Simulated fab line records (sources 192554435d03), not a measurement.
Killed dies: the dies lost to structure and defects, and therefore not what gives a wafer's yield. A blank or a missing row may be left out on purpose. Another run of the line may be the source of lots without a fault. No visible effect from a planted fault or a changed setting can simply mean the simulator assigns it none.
Which tool did it? ; flow n5-finfet ; Sampling: 24 lots, 72 wafers, 6 of 1938 route steps

## WHAT THE GAUGES READ, wafer by wafer
N5_BEOL_M3_OVL_MEAS_29. Usual: V2_OVL -0.1 nm, standard deviation 0.68.
lot;measured;on;V2_OVL (nm);flag
L074;day 8 09:37;overlay-02;-0.6 0.2 0.6;
L075;day 8 13:58;overlay-02;0.0 0.0 0.0;
L076;day 8 16:25;overlay-01;0.4 0.4 0.3;
L077;day 8 16:37;overlay-01;-1.0 -0.1 -1.1;
L079;day 8 17:17;overlay-01;-0.4 1.0 0.1;
L080;day 8 17:28;overlay-02;-0.4 -0.5 0.0;
L078;day 8 22:58;overlay-01;-0.1 -0.9 -1.5;
L081;day 9 02:13;overlay-01;-0.7 0.6 -0.2;
L082;day 9 02:55;overlay-01;-0.8 -0.8 -0.6;
L084;day 9 16:01;overlay-02;0.5 0.3 0.6;
L083;day 9 16:12;overlay-02;-0.5 -1.0 0.6;
L085;day 9 21:08;overlay-02;0.5 0.2 -0.5;
L086;day 10 09:35;overlay-01;-0.2 -1.0 -1.0;
L087;day 11 08:53;overlay-01;-0.7 -0.2 0.2;
L088;day 11 09:04;overlay-01;0.4 0.8 -0.2;
L089;day 11 14:22;overlay-02;-1.6 -0.4 -0.5;
L090;day 11 14:41;overlay-01;-0.5 0.7 -0.2;
L091;day 12 06:16;overlay-01;-0.5 0.1 1.0;
L092;day 12 11:42;overlay-01;-0.3 0.2 -0.9;
L093;day 12 11:58;overlay-01;-0.5 0.2 0.1;
L094;day 12 12:01;overlay-01;0.4 -0.2 -0.8;
L095;day 12 17:14;overlay-01;1.5 0.3 2.0;
L097;day 12 21:41;overlay-02;-0.4 -0.4 -0.1;
L096;day 12 22:08;overlay-02;0.0 -0.2 -0.8;

N5_BEOL_M3_THK_MEAS_53: measures by xrf. Usual: M3_THK 39.6 nm, standard deviation 1.5.
lot;measured;on;M3_THK (nm);flag
L074;day 8 15:42;film-metro-01;36.8 41.7 39.8;
L075;day 8 21:32;film-metro-01;38.8 42.1 39.6;
L076;day 9 00:44;film-metro-02;40.9 39.8 39.6;
L077;day 9 01:11;film-metro-02;38.0 38.9 40.5;
L079;day 9 02:34;film-metro-02;39.2 40.1 40.1;
L080;day 9 02:50;film-metro-01;36.7 40.5 42.0;
L078;day 9 07:11;film-metro-01;39.1 39.5 40.6;
L081;day 9 08:38;film-metro-01;38.8 41.7 40.7;
L082;day 9 09:13;film-metro-01;39.4 40.5 39.4;
L084;day 10 20:16;film-metro-01;38.7 38.9 40.0;
L083;day 10 19:56;film-metro-02;36.4 39.3 41.1;
L085;day 10 23:45;film-metro-01;37.7 38.1 38.4;
L086;day 11 01:05;film-metro-01;36.9 38.5 37.6;
L087;day 11 13:50;film-metro-02;39.1 42.4 38.1;
L088;day 11 14:07;film-metro-02;42.5 39.8 39.0;
L089;day 12 00:36;film-metro-01;40.4 38.3 45.1;
L090;day 12 06:20;film-metro-02;37.0 39.7 40.4;
L091;day 12 12:55;film-metro-02;38.6 37.9 39.5;
L092;day 12 18:25;film-metro-01;38.1 38.2 40.2;
L093;day 12 21:40;film-metro-01;38.9 38.5 40.9;
L094;day 13 05:00;film-metro-02;40.1 39.1 40.4;
L095;day 13 08:23;film-metro-02;42.2 41.6 42.1;
L097;day 13 12:10;film-metro-01;37.6 37.3 38.7;
L096;day 13 13:16;film-metro-02;37.9 38.4 40.0;

## TOOL THAT RAN EACH LOT (tool first, then ch and the chambers of the sampled wafers, then the start)
lot;N5_BEOL_M3_TRENCH_ETCH_37;N5_BEOL_M3_ANNEAL_82;N5_BEOL_M3_ANNEAL_89;N5_BEOL_M3_SPUTTER_90
L074;rie-diel-04 ch 1,2, day 8 13:40 or earlier;pvd-sputter-03, day 8 13:40;pvd-sputter-03, day 8 14:07;pvd-sputter-03, day 8 14:15
L075;rie-diel-04 ch 0,1,3, day 8 19:31 or earlier;pvd-sputter-02, day 8 19:31;pvd-sputter-02, day 8 19:57;pvd-sputter-02, day 8 20:05
L076;rie-diel-02 ch 0,1, day 8 22:42 or earlier;pvd-sputter-01, day 8 22:42;pvd-sputter-01, day 8 23:08;pvd-sputter-01, day 8 23:17
L077;rie-diel-02 ch 0,1,2, day 8 23:09 or earlier;pvd-sputter-02, day 8 23:09;pvd-sputter-02, day 8 23:35;pvd-sputter-02, day 8 23:44
L079;rie-diel-04 ch 0,1,3, day 9 00:32 or earlier;pvd-sputter-01, day 9 00:32;pvd-sputter-01, day 9 00:59;pvd-sputter-01, day 9 01:07
L080;rie-diel-05 ch 2,3, day 9 00:40 or earlier;pvd-sputter-03, day 9 00:40;pvd-sputter-03, day 9 01:06;pvd-sputter-03, day 9 01:14
L078;rie-diel-04 ch 0,2, day 9 04:45 or earlier;pvd-sputter-01, day 9 04:45;pvd-sputter-01, day 9 05:11;pvd-sputter-01, day 9 05:20
L081;rie-diel-02 ch 0,1,2, day 9 06:35 or earlier;pvd-sputter-01, day 9 06:35;pvd-sputter-01, day 9 07:02;pvd-sputter-01, day 9 07:10
L082;rie-diel-05 ch 0,3, day 9 07:10 or earlier;pvd-sputter-03, day 9 07:10;pvd-sputter-03, day 9 07:37;pvd-sputter-03, day 9 07:45
L084;rie-diel-05 ch 0,2,3, day 10 18:14 or earlier;pvd-sputter-01, day 10 18:14;pvd-sputter-01, day 10 18:41;pvd-sputter-01, day 10 18:49
L083;rie-diel-02 ch 2,3, day 10 17:55 or earlier;pvd-sputter-02, day 10 17:55;pvd-sputter-02, day 10 18:21;pvd-sputter-02, day 10 18:29
L085;rie-diel-05 ch 0,1, day 10 20:10 or earlier;pvd-sputter-01, day 10 20:10;pvd-sputter-01, day 10 20:36;pvd-sputter-01, day 10 20:44
L086;rie-diel-02 ch 0,2,3, day 10 22:07 or earlier;pvd-sputter-01, day 10 22:07;pvd-sputter-01, day 10 22:34;pvd-sputter-01, day 10 22:42
L087;rie-diel-04 ch 0,3, day 11 11:34 or earlier;pvd-sputter-03, day 11 11:34;pvd-sputter-03, day 11 12:00;pvd-sputter-03, day 11 12:08
L088;rie-diel-05 ch 0,1,2, day 11 11:38 or earlier;pvd-sputter-02, day 11 11:38;pvd-sputter-02, day 11 12:04;pvd-sputter-02, day 11 12:13
L089;rie-diel-04 ch 0,2, day 11 22:34 or earlier;pvd-sputter-01, day 11 22:34;pvd-sputter-01, day 11 23:01;pvd-sputter-01, day 11 23:09
L090;rie-diel-05 ch 0,2, day 12 03:26 or earlier;pvd-sputter-02, day 12 03:26;pvd-sputter-02, day 12 03:53;pvd-sputter-02, day 12 04:01
L091;rie-diel-05 ch 0,1, day 12 10:46 or earlier;pvd-sputter-01, day 12 10:46;pvd-sputter-01, day 12 11:13;pvd-sputter-01, day 12 11:21
L092;rie-diel-05 ch 0,2,3, day 12 16:23 or earlier;pvd-sputter-01, day 12 16:23;pvd-sputter-01, day 12 16:50;pvd-sputter-01, day 12 16:58
L093;rie-diel-05 ch 1,2, day 12 19:38 or earlier;pvd-sputter-03, day 12 19:38;pvd-sputter-03, day 12 20:05;pvd-sputter-03, day 12 20:13
L094;rie-diel-02 ch 0,1,3, day 13 02:58 or earlier;pvd-sputter-01, day 13 02:58;pvd-sputter-01, day 13 03:25;pvd-sputter-01, day 13 03:33
L095;rie-diel-04 ch 1,2, day 13 06:20 or earlier;pvd-sputter-01, day 13 06:20;pvd-sputter-01, day 13 06:46;pvd-sputter-01, day 13 06:55
L097;rie-diel-05 ch 1,2, day 13 10:04 or earlier;pvd-sputter-03, day 13 10:04;pvd-sputter-03, day 13 10:31;pvd-sputter-03, day 13 10:39
L096;rie-diel-02 ch 0,1,2, day 13 11:09 or earlier;pvd-sputter-01, day 13 11:09;pvd-sputter-01, day 13 11:35;pvd-sputter-01, day 13 11:44
- N5_BEOL_M3_TRENCH_ETCH_37: etches SiOC in C4F6/O2, target depth 55.555 nm, time 29.2 s.
- N5_BEOL_M3_ANNEAL_82: time 240 s.
- N5_BEOL_M3_ANNEAL_89: time 240 s.
- N5_BEOL_M3_SPUTTER_90: material Cu, target thk 4.5 nm, time 8.29 s.

## WHAT THE TOOLS THEMSELVES READ (means of the sampled wafers that have a number; where no wafer has one, the mark that the record gives instead)
N5_BEOL_M3_TRENCH_ETCH_37. Usual: drypump-motor-current-A 5.6 A (standard deviation 0.34); oes_f_703_au 0.76 a.u. (standard deviation 0.093); oes_o_777_au 0.76 a.u. (standard deviation 0.09); oes-product-au 0.77 a.u. (standard deviation 0.096); rf-vpp-V 670 V (standard deviation 7.6); showerhead-plenum-p-Torr 2.85 Torr (standard deviation 0.096); throttle-valve-pct 20.83 % (standard deviation 0.18).
lot;tool;drypump-motor-current-A (A);oes_f_703_au (a.u.);oes_o_777_au (a.u.);oes-product-au (a.u.);rf-vpp-V (V);showerhead-plenum-p-Torr (Torr);throttle-valve-pct (%);flag
L074;rie-diel-04;5.9;0.68;0.69;0.71;670;2.91;20.82;
L075;rie-diel-04;5.7;0.70;0.70;0.71;675;2.82;21.04;
L076;rie-diel-02;5.7;0.68;0.69;0.68;668;2.85;20.87;
L077;rie-diel-02;5.6;0.68;0.69;0.68;670;2.85;20.88;
L079;rie-diel-04;5.7;0.70;0.70;0.71;675;2.82;21.04;
L080;rie-diel-05;6.0;0.81;0.80;0.79;663;2.90;20.73;
L078;rie-diel-04;5.8;0.68;0.68;0.69;667;2.82;21.01;
L081;rie-diel-02;5.6;0.68;0.69;0.68;671;2.85;20.87;
L082;rie-diel-05;6.0;0.84;0.83;0.88;681;2.96;20.84;
L084;rie-diel-05;5.9;0.79;0.78;0.78;671;2.90;20.79;
L083;rie-diel-02;5.6;0.93;0.93;0.95;671;2.83;20.77;
L085;rie-diel-05;5.2;0.74;0.74;0.76;672;2.85;20.75;
L086;rie-diel-02;5.5;0.86;0.86;0.87;671;2.80;20.75;
L087;rie-diel-04;5.6;0.69;0.70;0.69;674;2.73;21.15;
L088;rie-diel-05;5.4;0.76;0.76;0.76;665;2.85;20.70;
L089;rie-diel-04;5.7;0.76;0.75;0.77;671;2.82;21.06;
L090;rie-diel-05;5.5;0.72;0.71;0.71;669;2.83;20.78;
L091;rie-diel-05;5.2;0.74;0.74;0.75;671;2.85;20.76;
L092;rie-diel-05;5.8;0.77;0.76;0.77;670;2.89;20.79;
L093;rie-diel-05;5.6;0.77;0.77;0.75;658;2.85;20.68;
L094;rie-diel-02;5.5;0.82;0.83;0.84;668;2.79;20.73;
L095;rie-diel-04;5.8;0.74;0.74;0.77;670;2.90;20.76;
L097;rie-diel-05;5.4;0.81;0.80;0.79;661;2.86;20.68;
L096;rie-diel-02;5.6;0.83;0.84;0.84;670;2.84;20.63;

N5_BEOL_M3_ANNEAL_82. Usual: heater-power-w 829 W, standard deviation 95.
lot;tool;heater-power-w (W);flag
L074;pvd-sputter-03;881;
L075;pvd-sputter-02;819;
L076;pvd-sputter-01;797;
L077;pvd-sputter-02;832;
L079;pvd-sputter-01;739;
L080;pvd-sputter-03;969;
L078;pvd-sputter-01;794;
L081;pvd-sputter-01;801;
L082;pvd-sputter-03;896;
L084;pvd-sputter-01;787;
L083;pvd-sputter-02;807;
L085;pvd-sputter-01;774;
L086;pvd-sputter-01;918;
L087;pvd-sputter-03;920;
L088;pvd-sputter-02;796;
L089;pvd-sputter-01;753;
L090;pvd-sputter-02;803;
L091;pvd-sputter-01;801;
L092;pvd-sputter-01;911;
L093;pvd-sputter-03;887;
L094;pvd-sputter-01;847;
L095;pvd-sputter-01;709;
L097;pvd-sputter-03;866;
L096;pvd-sputter-01;745;

N5_BEOL_M3_ANNEAL_89. Usual: heater-power-w 827 W, standard deviation 94.
lot;tool;heater-power-w (W);flag
L074;pvd-sputter-03;881;
L075;pvd-sputter-02;809;
L076;pvd-sputter-01;806;
L077;pvd-sputter-02;824;
L079;pvd-sputter-01;746;
L080;pvd-sputter-03;941;
L078;pvd-sputter-01;801;
L081;pvd-sputter-01;806;
L082;pvd-sputter-03;897;
L084;pvd-sputter-01;802;
L083;pvd-sputter-02;813;
L085;pvd-sputter-01;785;
L086;pvd-sputter-01;893;
L087;pvd-sputter-03;907;
L088;pvd-sputter-02;794;
L089;pvd-sputter-01;756;
L090;pvd-sputter-02;819;
L091;pvd-sputter-01;800;
L092;pvd-sputter-01;894;
L093;pvd-sputter-03;871;
L094;pvd-sputter-01;839;
L095;pvd-sputter-01;700;
L097;pvd-sputter-03;873;
L096;pvd-sputter-01;748;

N5_BEOL_M3_SPUTTER_90. Usual: chamber-pressure-pa 0.07 Pa, standard deviation 0.00013; throttle-valve-pct 30.1 %, standard deviation 1.4.
lot;tool;chamber-pressure-pa (Pa);throttle-valve-pct (%);flag
L074;pvd-sputter-03;0.07;28.1;
L075;pvd-sputter-02;0.07;30.3;
L076;pvd-sputter-01;0.07;30.5;
L077;pvd-sputter-02;0.07;30.2;
L079;pvd-sputter-01;0.07;29.6;
L080;pvd-sputter-03;0.07;30.9;
L078;pvd-sputter-01;0.07;30.4;
L081;pvd-sputter-01;0.07;30.4;
L082;pvd-sputter-03;0.07;31.1;
L084;pvd-sputter-01;0.07;30.1;
L083;pvd-sputter-02;0.07;30.3;
L085;pvd-sputter-01;0.07;29.3;
L086;pvd-sputter-01;0.07;30.4;
L087;pvd-sputter-03;0.07;30.0;
L088;pvd-sputter-02;0.07;30.2;
L089;pvd-sputter-01;0.07;30.8;
L090;pvd-sputter-02;0.07;30.2;
L091;pvd-sputter-01;0.07;30.1;
L092;pvd-sputter-01;0.07;30.7;
L093;pvd-sputter-03;0.07;29.5;
L094;pvd-sputter-01;0.07;29.8;
L095;pvd-sputter-01;0.07;30.0;
L097;pvd-sputter-03;0.07;29.4;
L096;pvd-sputter-01;0.07;29.7;

## THE ANSWER, worked out from the rows above alone
Rule: take the mean of a lot's wafers that have a number; if it is more than 3 standard deviations from the usual mean, the lot is off. Also off: a lot with no number at a reading for which 4 or more lots have one. The other lots that the step has rows for count as sound. First the gauges in route order, then the tools' own readings, where a lot's mean is used as printed above. At the first step where some lot is off, the reading lying furthest off is the one used; lots without a number count as furthest.
None of the lots is off at any reading shown; this tells nothing.

## WHAT THE SIMULATOR HAD INSERTED
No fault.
